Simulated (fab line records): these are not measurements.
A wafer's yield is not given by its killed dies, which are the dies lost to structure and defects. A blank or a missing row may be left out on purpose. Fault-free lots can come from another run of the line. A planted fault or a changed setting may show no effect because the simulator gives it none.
Chamber matching || flow nand harc || NHARC_A_CHANNEL_FILL_D1_ALD_25 on ald hk-03: 4 sister chambers
The step deposits SiOx, target thk 60 nm, pulse time 10 s, ald cycles 600. 4 wafers are shown with their chamber, then 11 later ones without.

== WAFERS PAIRED WITH THEIR CHAMBERS ==
{"wafer": "L084.3", "chamber": 0, "heater power w (W)": 516}
{"wafer": "L085.2", "chamber": 1, "heater power w (W)": 498}
{"wafer": "L085.5", "chamber": 2, "heater power w (W)": 481}
{"wafer": "L092.1", "chamber": 3, "heater power w (W)": 538}

== WAFERS WITH NO CHAMBER GIVEN ==
{"wafer": "L092.2", "heater power w (W)": 477}
{"wafer": "L092.4", "heater power w (W)": 515}
{"wafer": "L095.2", "heater power w (W)": 571}
{"wafer": "L095.1", "heater power w (W)": 490}
{"wafer": "L095.5", "heater power w (W)": 486}
{"wafer": "L096.4", "heater power w (W)": 541}
{"wafer": "L096.3", "heater power w (W)": 491}
{"wafer": "L096.2", "heater power w (W)": 486}
{"wafer": "L096.1", "heater power w (W)": 470}
{"wafer": "L096.5", "heater power w (W)": 562}
{"wafer": "L096.6", "heater power w (W)": 482}

== THE CHAMBER EACH PASSED THROUGH ==
{"wafer": "L092.2", "from the rows above": "can't be placed: 2 or 1", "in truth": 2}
{"wafer": "L092.4", "from the rows above": "can't be placed: 0 or 1 or 3", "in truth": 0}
{"wafer": "L095.2", "from the rows above": "can't be placed: 3 or 0", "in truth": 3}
{"wafer": "L095.1", "from the rows above": "can't be placed: 1 or 2 or 0", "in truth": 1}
{"wafer": "L095.5", "from the rows above": "can't be placed: 2 or 1 or 0", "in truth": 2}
{"wafer": "L096.4", "from the rows above": "can't be placed: 3 or 0", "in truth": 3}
{"wafer": "L096.3", "from the rows above": "can't be placed: 1 or 2 or 0", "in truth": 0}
{"wafer": "L096.2", "from the rows above": "can't be placed: 2 or 1 or 0", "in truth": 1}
{"wafer": "L096.1", "from the rows above": "can't be placed: 2 or 1", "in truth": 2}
{"wafer": "L096.5", "from the rows above": "can't be placed: 3 or 0", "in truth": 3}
{"wafer": "L096.6", "from the rows above": "can't be placed: 2 or 1", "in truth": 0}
0 of 11 placed correctly. From these rows, 11 cannot be placed; in 10 the true chamber is one of the candidates. 0 placed wrongly.
How it was worked out, from the rows above alone: a wafer's distance from a chamber is the root of the sum, over the readings, of the square of ((its reading less the chamber's mean) divided by the reading's scatter). If the next closest chamber is less than 2 further off than the closest, the wafer can't be placed; otherwise it belongs to the closest. The mean given for a chamber averages the wafers shown for that chamber. The scatter (one wafer shown for each chamber): square how far every hidden wafer sits from the nearest shown wafer, average those squares and take the square root.
